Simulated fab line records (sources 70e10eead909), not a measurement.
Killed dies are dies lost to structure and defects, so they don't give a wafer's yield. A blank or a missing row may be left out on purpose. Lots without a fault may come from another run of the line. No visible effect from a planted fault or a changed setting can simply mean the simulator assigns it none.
Check for tools in common | flow nand harc | 15 lots and 45 wafers in the sample

WHY THIS WAS OPENED
On 3 of the 15 lots, a flag is raised at NHARC_A_BONDPAD_THK_MEAS_20 on the reading thk nm. Fault-free wafers read 169.8 nm, with a standard deviation of 1.8.
Rule: a lot is flagged in two cases, either no wafer of it has a number, or all its wafers with numbers fall more than 4 standard deviations from that mean. As for the other lots, they are considered sound.

lot  | measured     | on            | thk nm (nm), wafer by wafer | flag
L662 | day 18 05:28 | film metro-02 | 172.1 168.4 171.5           |
L661 | day 18 06:35 | film metro-02 | 168.1 169.8 166.7           |
L664 | day 18 09:05 | film metro-01 | 166.8 170.5 167.8           |
L665 | day 18 10:38 | film metro-02 | 171.0 170.1 167.7           |
L663 | day 18 19:40 | film metro-01 | 169.0 170.2 172.8           |
L667 | day 19 01:23 | film metro-02 | 168.7 169.6 169.3           |
L668 | day 19 21:21 | film metro-02 | 169.6 169.6 173.3           |
L671 | day 20 01:34 | film metro-02 | 170.2 172.7 170.5           |
L676 | day 22 00:51 | film metro-01 | 397.4 387.5 397.9           | FLAGGED
L675 | day 22 01:05 | film metro-02 | 397.4 402.2 395.3           | FLAGGED
L677 | day 22 01:23 | film metro-01 | 401.7 396.2 400.8           | FLAGGED
L681 | day 22 11:12 | film metro-02 | 169.9 169.7 170.2           |
L683 | day 23 04:40 | film metro-02 | 170.6 171.2 170.0           |
L682 | day 23 04:52 | film metro-02 | 172.9 172.6 170.0           |
L684 | day 23 18:21 | film metro-01 | 168.4 170.2 166.8           |
The numbers of the flagged lots are 397.4 nm on average: +227.6 nm against the usual, or +99 or more standard deviations.

WHICH TOOL RAN EACH LOT
3 process steps preceding the reading are held in the record, out of 1159 steps in the route. Cell contents, in order: the tool; ch with the chambers the sampled wafers went through; the start.
lot  | flag    | NHARC_A_BONDPAD_DEGAS_25     | NHARC_A_BONDPAD_PRE_CLEAN_26            | NHARC_A_BONDPAD_CMP_19
L662 |         | pvd sputter-02, day 18 04:04 | pvd sputter-02, day 18 05:08 or earlier | cmp-02 ch 1,2, day 18 05:08
L661 |         | pvd sputter-02, day 18 05:11 | pvd sputter-02, day 18 06:20 or earlier | cmp-02 ch 0,2,3, day 18 06:20
L664 |         | pvd sputter-03, day 18 07:41 | pvd sputter-03, day 18 08:48 or earlier | cmp-03 ch 1,2, day 18 08:48
L665 |         | pvd sputter-02, day 18 09:11 | pvd sputter-02, day 18 10:18 or earlier | cmp-02 ch 0,1,3, day 18 10:18
L663 |         | pvd sputter-02, day 18 18:15 | pvd sputter-02, day 18 19:20 or earlier | cmp-04 ch 0,1,2, day 18 19:20
L667 |         | pvd sputter-02, day 18 23:59 | pvd sputter-02, day 19 01:06 or earlier | cmp-03 ch 1,2, day 19 01:06
L668 |         | pvd sputter-03, day 19 19:26 | pvd sputter-03, day 19 21:02 or earlier | cmp-04 ch 1,2, day 19 21:02
L671 |         | pvd sputter-01, day 20 00:10 | pvd sputter-01, day 20 01:18 or earlier | cmp-03 ch 1,2,3, day 20 01:18
L676 | FLAGGED | pvd sputter-03, day 21 23:26 | pvd sputter-03, day 22 00:32 or earlier | cmp-02 ch 0,2, day 22 00:32
L675 | FLAGGED | pvd sputter-01, day 21 23:32 | pvd sputter-01, day 22 00:46 or earlier | cmp-03 ch 2,3, day 22 00:46
L677 | FLAGGED | pvd sputter-03, day 21 23:47 | pvd sputter-03, day 22 01:04 or earlier | cmp-02 ch 0,1,3, day 22 01:04
L681 |         | pvd sputter-02, day 22 09:47 | pvd sputter-02, day 22 10:56 or earlier | cmp-03 ch 0,1,2, day 22 10:56
L683 |         | pvd sputter-01, day 23 03:15 | pvd sputter-01, day 23 04:20 or earlier | cmp-03 ch 0,1, day 23 04:20
L682 |         | pvd sputter-03, day 23 03:27 | pvd sputter-03, day 23 04:37 or earlier | cmp-02 ch 1,2,3, day 23 04:37
L684 |         | pvd sputter-02, day 23 16:58 | pvd sputter-02, day 23 18:02 or earlier | cmp-02 ch 1,2,3, day 23 18:02
What the steps here do:
- NHARC_A_BONDPAD_DEGAS_25: time 60 s.
- NHARC_A_BONDPAD_PRE_CLEAN_26: time 30 s.
- NHARC_A_BONDPAD_CMP_19: polishes, t overpolish 30 s, cu recess touch 16 s, target thk 169.8 nm.
- NHARC_A_BONDPAD_THK_MEAS_20: measures by xrf.

FLAGGED OVER TOTAL, TOOL BY TOOL (the gauges that took the reading come last)
step                         | tool           | lots run | flagged | share of the flagged lots | sound lots run after its first flagged lot
NHARC_A_BONDPAD_DEGAS_25     | pvd sputter-01 | 3        | 1       | some                      | 1 (L683)
NHARC_A_BONDPAD_DEGAS_25     | pvd sputter-02 | 7        | 0       | none                      | -
NHARC_A_BONDPAD_DEGAS_25     | pvd sputter-03 | 5        | 2       | some                      | 1 (L682)
NHARC_A_BONDPAD_PRE_CLEAN_26 | pvd sputter-01 | 3        | 1       | some                      | 1 (L683)
NHARC_A_BONDPAD_PRE_CLEAN_26 | pvd sputter-02 | 7        | 0       | none                      | -
NHARC_A_BONDPAD_PRE_CLEAN_26 | pvd sputter-03 | 5        | 2       | some                      | 1 (L682)
NHARC_A_BONDPAD_CMP_19       | cmp-02         | 7        | 2       | some                      | 2 (L682,L684)
NHARC_A_BONDPAD_CMP_19       | cmp-03         | 6        | 1       | some                      | 2 (L681,L683)
NHARC_A_BONDPAD_CMP_19       | cmp-04         | 2        | 0       | none                      | -
NHARC_A_BONDPAD_THK_MEAS_20  | film metro-01  | 5        | 2       | some                      | 1 (L684)
NHARC_A_BONDPAD_THK_MEAS_20  | film metro-02  | 10       | 1       | some                      | 3 (L681,L683,L682)
With no start given for some of its lots, NHARC_A_BONDPAD_PRE_CLEAN_26 uses the hours and lot order of NHARC_A_BONDPAD_CMP_19.

WHAT IS ALLOWED BY THE TABLE
No row of the table ran every flagged lot.

WHAT THE SIMULATOR PUT IN
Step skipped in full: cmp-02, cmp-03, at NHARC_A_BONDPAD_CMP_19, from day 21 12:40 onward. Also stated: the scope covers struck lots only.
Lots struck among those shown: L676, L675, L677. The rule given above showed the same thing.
